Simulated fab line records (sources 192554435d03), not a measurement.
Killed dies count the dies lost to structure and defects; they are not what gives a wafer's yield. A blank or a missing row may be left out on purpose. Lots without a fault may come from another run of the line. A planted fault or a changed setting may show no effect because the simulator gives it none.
fab line records | flow n5_finfet
record: lots: 7 | wafers: 39
route steps=1938 shown PMOS_HMC_CHANNEL_EPI@74 DUMMY_GATE@228 SD_EPI_P@312 HKMG_FIN@406 BEOL_M4@1111
start_h: hours from the record's first day to the start of the lot's first wafer shown | wait_h: hours elapsed since this lot's preceding step | " unchanged from the row above | L1.1+2: several wafers, shown together as one row | - no value present, or no start provided | * or withheld: withheld | < > ~ a bound
route shown NAME@n: names a module that has steps shown in the file, with the first one's number in the route | usual: mean/standard deviation taken from wafers without a fault | same: alike in all rows | chamber/n: place in a boat | sites: the reading at each site | _std_site: their standard deviation | _edge_site: outer sites' mean less inner sites' | radius_mm: for every site, how far away it sits from the centre of the wafer | mask NAME#n: copy n | behind: the tool/chamber that last shaped the wafer | hold: reason for holding the lot/hours on hold/outcome of the hold | device: which transistor (n, p or np) failed to switch | end of line: tests of these same wafers at the route's end | step lacking rows: just its recipe | killed: at the first sort, the dies lost to defects and structure; wafer yield is something else | map: a wafer's dies, marking killed ones x, the rest . and places with no die _
set.NAME: the setting as run; set.NAME@STEP: as run at that earlier step | model.NAME: the simulator's own value behind a step, which no gauge read
lots where settings were altered on purpose, with a table for each step and a row for each wafer
== steps ==
step: N5_PMOS_HMC_CHANNEL_EPI_FIN_RECESS_16
recipe: chemistry: HBr/Cl2 | target: Si | mask_material: SiO2 | target_depth_a: 540 | time_s: 18 | pressure_mtorr: 10 | icp_w: 800 | bias_w: 75 | HBr_flow_sccm: 150 | Cl2_flow_sccm: 80
step: N5_DUMMY_GATE_EXPOSE_12
recipe: mask_id: GATE | na: 0.33 | source_shape: annular | sigma_inner: 0.2 | sigma_outer: 0.6 | polarization: unpolarized | target_cd_nm: 25 | dose_mj: 34
step: N5_DUMMY_GATE_ETCH_37
recipe: chemistry: N2/H2 | target: SOC | target_depth_a: 600 | overetch_a: 300 | temp_c: 40 | ion_energy_ev: 200 | pressure_mtorr: 30 | source_w: 840 | bias_w: 150 | n2_flow_sccm: 200 | h2_flow_sccm: 200
step: N5_DUMMY_GATE_ETCH_44
recipe: chemistry: HBr/O2 | over_etch_frac: 0.7 | target_depth_a: 1275 | stop_on: SiO2 | ion_energy_ev: 60 | bias_w: 20 | target: poly-Si | mask_material: SiO2 | pressure_mtorr: 20 | icp_w: 400 | HBr_flow_sccm: 120 | O2_flow_sccm: 10
step: N5_SD_EPI_P_ETCH_16
recipe: chemistry: CHF3/O2 | target: SiO2 | target_depth_a: 50 | mask_material: SOC | pressure_mtorr: 30 | source_w: 650 | bias_w: 170 | Ar_flow_sccm: 200 | CHF3_flow_sccm: 50 | O2_flow_sccm: 5 | ion_energy_ev: 200
step: N5_HKMG_FIN_ETCH_58
recipe: chemistry: N2/H2 | target: SOC | target_depth_a: 2158 | ion_energy_ev: 50 | bias_w: 13 | time_s: 741 | pressure_mtorr: 30 | source_w: 875 | n2_flow_sccm: 200 | h2_flow_sccm: 200
step: N5_BEOL_M4_RC_MEAS_101
usual: CJ_P: 5.78/0.14 | DIBL_N: 35.9/1.4 | IOFF_N: 0.160/0.026 | IOFF_N_85C: 3.1/0.42 | SS_N: 71.4/0.54
lot.wafer | tool      | chamber | start_h | wait_h | set.time_s@PMOS_HMC_CHANNEL_EPI_FIN_RECESS_16 | set.dose_mj@DUMMY_GATE_EXPOSE_12 | set.source_w@DUMMY_GATE_ETCH_37 | set.target_depth_a@DUMMY_GATE_ETCH_44 | set.target_depth_a@SD_EPI_P_ETCH_16 | set.bias_w@HKMG_FIN_ETCH_58 | CJ_P | DIBL_N[mV/V] | IOFF_N[nA/um] | IOFF_N_85C[nA/um] | SS_N[mV/dec]
L076.1    | prober-01 | 0       | 192.28  | 0.0    | 19.06                                         | 36.56                            | 700.1                           | 1275                                  | 50                                  | 13                          | 4.77 | 37.5         | 0.178         | 3.5               | 72.2
L076.2    | "         | 0       | "       | "      | 19.06                                         | 36.56                            | 840                             | 1427                                  | 50                                  | 13                          | 4.77 | 39.0         | 0.190         | 3.7               | 72.6
L076.3    | "         | 0       | "       | "      | 19.06                                         | 34                               | 840                             | 1427                                  | 50                                  | 10.97                       | 4.80 | 36.5         | 0.173         | 3.4               | 71.6
L076.4    | "         | 0       | "       | "      | 18                                            | 34                               | 700.1                           | 1427                                  | 50                                  | 10.97                       | 5.91 | 34.4         | 0.135         | 2.8               | 71.5
L076.5    | "         | 0       | "       | "      | 18                                            | 36.56                            | 700.1                           | 1275                                  | 50                                  | 10.97                       | 6.00 | 37.4         | 0.182         | 3.6               | 72.1
L076.6    | "         | 0       | "       | "      | 18                                            | 34                               | 840                             | 1275                                  | 50                                  | 13                          | 5.58 | 32.5         | 0.114         | 2.4               | 70.7
L077.1    | prober-02 | 0       | 196.80  | 0.0    | 17.08                                         | 34                               | 840                             | 1418                                  | 50                                  | 13                          | 6.35 | 36.3         | 0.163         | 3.2               | 71.2
L077.2    | "         | 0       | "       | "      | 18                                            | 31.57                            | 840                             | 1275                                  | 50                                  | 13                          | 6.06 | 33.7         | 0.136         | 2.8               | 70.7
L077.3    | "         | 0       | "       | "      | 18                                            | 34                               | 840                             | 1418                                  | 50                                  | 13                          | 5.69 | 36.5         | 0.162         | 3.2               | 71.0
L077.4    | "         | 0       | "       | "      | 17.08                                         | 31.57                            | 840                             | 1418                                  | 50                                  | 11.98                       | 6.30 | 32.4         | 0.111         | 2.3               | 70.6
L077.5    | "         | 0       | "       | "      | 17.08                                         | 31.57                            | 840                             | 1275                                  | 50                                  | 11.98                       | 6.05 | 31.5         | 0.106         | 2.2               | 69.7
L077.6    | "         | 0       | "       | "      | 18                                            | 34                               | 840                             | 1275                                  | 50                                  | 11.98                       | 6.00 | 38.1         | 0.191         | 3.6               | 72.0
L081.1    | prober-01 | 0       | 208.68  | 0.0    | 18                                            | 31.42                            | 840                             | 1275                                  | 50                                  | 13                          | 5.84 | 31.6         | 0.097         | 2.0               | 70.0
L081.2    | "         | 0       | "       | "      | 18                                            | 34                               | 840                             | 1275                                  | 50                                  | 13.78                       | 5.81 | 37.1         | 0.186         | 3.4               | 71.2
L081.3    | "         | 0       | "       | "      | 18                                            | 31.42                            | 840                             | 1275                                  | 56.31                               | 13                          | 6.05 | 31.7         | 0.101         | 2.1               | 70.0
L081.4    | "         | 0       | "       | "      | 18                                            | 34                               | 840                             | 1275                                  | 56.31                               | 13.78                       | 5.80 | 35.4         | 0.149         | 2.9               | 71.2
L081.5    | "         | 0       | "       | "      | 18                                            | 34                               | 840                             | 1275                                  | 50                                  | 13                          | 6.05 | 35.9         | 0.161         | 3.1               | 70.9
L081.6    | "         | 0       | "       | "      | 18                                            | 31.42                            | 840                             | 1275                                  | 56.31                               | 13.78                       | 5.89 | 30.7         | 0.093         | 2.0               | 69.2
L082.2    | prober-02 | 0       | 222.69  | 0.2    | 18                                            | 34                               | 840                             | 1275                                  | 50                                  | 13                          | 5.63 | 36.4         | 0.167         | 3.2               | 70.5
L082.4    | "         | 0       | "       | "      | 18                                            | 34                               | 840                             | 1275                                  | 50                                  | 13                          | 5.64 | 36.6         | 0.167         | 3.2               | 71.5
L082.6    | "         | 0       | "       | "      | 18                                            | 34                               | 840                             | 1275                                  | 50                                  | 13                          | 5.74 | 36.5         | 0.172         | 3.3               | 70.6
L086.1    | prober-02 | 0       | 250.04  | 0.0    | 18                                            | 34                               | 840                             | 1351                                  | 50                                  | 12.21                       | 5.66 | 38.4         | 0.205         | 3.9               | 72.0
L086.2    | "         | 0       | "       | "      | 16.65                                         | 36.17                            | 840                             | 1275                                  | 50                                  | 13                          | 6.35 | 39.3         | 0.222         | 4.3               | 72.6
L086.3    | "         | 0       | "       | "      | 18                                            | 36.17                            | 840                             | 1351                                  | 50                                  | 13                          | 5.51 | 42.1         | 0.290         | 5.3               | 73.6
L086.4    | "         | 0       | "       | "      | 16.65                                         | 34                               | 840                             | 1275                                  | 50                                  | 13                          | 6.39 | 34.6         | 0.135         | 2.8               | 71.3
L086.5    | "         | 0       | "       | "      | 18                                            | 36.17                            | 840                             | 1275                                  | 50                                  | 12.21                       | 5.61 | 39.6         | 0.237         | 4.4               | 72.8
L086.6    | "         | 0       | "       | "      | 16.65                                         | 34                               | 840                             | 1351                                  | 50                                  | 12.21                       | 6.38 | 36.9         | 0.165         | 3.3               | 71.8
L090.1    | prober-01 | 0       | 265.84  | 0.0    | 18.74                                         | 34                               | 840                             | 1408                                  | 46.42                               | 13                          | 5.32 | 37.0         | 0.179         | 3.5               | 72.2
L090.2    | "         | 0       | "       | "      | 18                                            | 34                               | 840                             | 1275                                  | 46.42                               | 13                          | 5.80 | 35.4         | 0.158         | 3.1               | 72.0
L090.3    | "         | 0       | "       | "      | 18                                            | 35.55                            | 840                             | 1408                                  | 46.42                               | 13                          | 5.80 | 39.2         | 0.209         | 3.9               | 73.4
L090.4    | "         | 0       | "       | "      | 18.74                                         | 35.55                            | 840                             | 1275                                  | 50                                  | 13                          | 5.41 | 38.3         | 0.212         | 4.0               | 72.7
L090.5    | "         | 0       | "       | "      | 18                                            | 34                               | 840                             | 1275                                  | 50                                  | 13                          | 5.79 | 36.2         | 0.167         | 3.2               | 71.4
L090.6    | "         | 0       | "       | "      | 18.74                                         | 35.55                            | 840                             | 1408                                  | 50                                  | 13                          | 5.37 | 38.0         | 0.189         | 3.6               | 72.6
L097.1    | prober-02 | 0       | 316.26  | 0.0    | 18                                            | 35.79                            | 771.1                           | 1160                                  | 46.36                               | 13                          | 5.71 | 38.4         | 0.186         | 3.5               | 71.7
L097.2    | "         | 0       | "       | "      | 17.3                                          | 35.79                            | 840                             | 1160                                  | 50                                  | 13                          | 6.07 | 41.9         | 0.282         | 4.9               | 73.1
L097.3    | "         | 0       | "       | "      | 18                                            | 35.79                            | 840                             | 1275                                  | 50                                  | 13                          | 5.87 | 41.3         | 0.258         | 4.5               | 72.5
L097.4    | "         | 0       | "       | "      | 17.3                                          | 34                               | 771.1                           | 1160                                  | 50                                  | 13.71                       | 6.08 | 34.4         | 0.128         | 2.6               | 70.8
L097.5    | "         | 0       | "       | "      | 17.3                                          | 34                               | 771.1                           | 1275                                  | 46.36                               | 13.71                       | 6.07 | 35.3         | 0.143         | 2.8               | 71.5
L097.6    | "         | 0       | "       | "      | 18                                            | 34                               | 840                             | 1275                                  | 46.36                               | 13.71                       | 5.89 | 38.2         | 0.190         | 3.6               | 71.5
== key ==
split: step: N5_PMOS_HMC_CHANNEL_EPI_FIN_RECESS_16 | setting: time_s | stated_as: 18
response: step: N5_BEOL_M4_RC_MEAS_101 | reading: CJ_P | slope: -0.105 | per: 1% | together_with: all | explained: 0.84
split: step: N5_DUMMY_GATE_EXPOSE_12 | setting: dose_mj | stated_as: 34
response: step: N5_BEOL_M4_RC_MEAS_101 | reading: DIBL_N | slope: +0.603 | per: 1% | together_with: all | explained: 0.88
response: step: N5_BEOL_M4_RC_MEAS_101 | reading: IOFF_N_85C | slope: +0.151 | per: 1% | together_with: all | explained: 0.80
response: step: N5_BEOL_M4_RC_MEAS_101 | reading: IOFF_N | slope: +0.00941 | per: 1% | together_with: all | explained: 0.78
response: step: N5_BEOL_M4_RC_MEAS_101 | reading: SS_N | slope: +0.182 | per: 1% | together_with: all | explained: 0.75
split: step: N5_DUMMY_GATE_ETCH_37 | setting: source_w | stated_as: 840
response none clear
split: step: N5_DUMMY_GATE_ETCH_44 | setting: target_depth_a | stated_as: 1275
response none clear
split: step: N5_SD_EPI_P_ETCH_16 | setting: target_depth_a | stated_as: 50
response none clear
split: step: N5_HKMG_FIN_ETCH_58 | setting: bias_w | stated_as: 13
response none clear
